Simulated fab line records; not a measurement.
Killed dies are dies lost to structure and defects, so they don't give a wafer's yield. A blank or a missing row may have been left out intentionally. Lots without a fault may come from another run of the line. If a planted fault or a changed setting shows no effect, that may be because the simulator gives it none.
Chamber matching | flow nand_harc | 4 sister chambers for NHARC_A_CHANNEL_FILL_D1_ALD_02 on ald_hk-02
The step deposits SiO2, target thk 6 nm, pulse time 10 s, ald cycles 60. 8 wafers are shown with their chamber, then 11 later ones without.

== EACH WAFER AND ITS CHAMBER ==
wafer  | chamber | heater_power_w (W) | precursor_pulse_height_rel
L077.3 | 3       | 482                | 0.997
L088.1 | 3       | 488                | 1.018
L088.4 | 0       | 491                | 0.975
L087.5 | 2       | 539                | 1.003
L086.1 | 0       | 486                | 0.973
L086.5 | 1       | 412                | 1.023
L086.6 | 2       | 524                | 1.014
L085.1 | 1       | 405                | 0.963

== WAFERS WITH NO CHAMBER GIVEN ==
wafer  | heater_power_w (W) | precursor_pulse_height_rel
L085.3 | 467                | 0.999
L085.5 | 479                | 0.995
L090.1 | 410                | 1.009
L090.3 | 526                | 1.012
L090.5 | 485                | 1.014
L094.1 | 476                | 0.998
L094.3 | 498                | 0.994
L094.6 | 472                | 1.008
L093.3 | 490                | 0.999
L093.4 | 432                | 0.993
L093.6 | 514                | 1.002

== CHAMBER TAKEN BY EACH ==
wafer  | from the rows above          | in truth
L085.3 | can't be placed: 3 or 0      | 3
L085.5 | can't be placed: 3 or 0      | 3
L090.1 | 1                            | 1
L090.3 | 2                            | 2
L090.5 | can't be placed: 3 or 0      | 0
L094.1 | can't be placed: 3 or 0      | 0
L094.3 | can't be placed: 0 or 3      | 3
L094.6 | can't be placed: 3 or 0      | 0
L093.3 | can't be placed: 3 or 0      | 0
L093.4 | 1                            | 1
L093.6 | can't be placed: 2 or 0 or 3 | 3
Placed correctly: 3 of 11. These rows do not allow placing 8 (true chamber among the candidates in 8). 0 placed wrongly.
How it was worked out, from the rows above alone: a wafer's distance from a chamber is the root of the sum, over the readings, of the square of ((its reading less the chamber's mean) divided by the reading's scatter). If the next closest chamber is less than 2 further off than the closest, the wafer can't be placed; otherwise it belongs to the closest. For every chamber, the mean is computed from those of its wafers that are shown. The scatter is the square root of a quotient: the sum, over the shown wafers, of each reading's squared deviation from its chamber's mean, divided by wafers minus chambers.
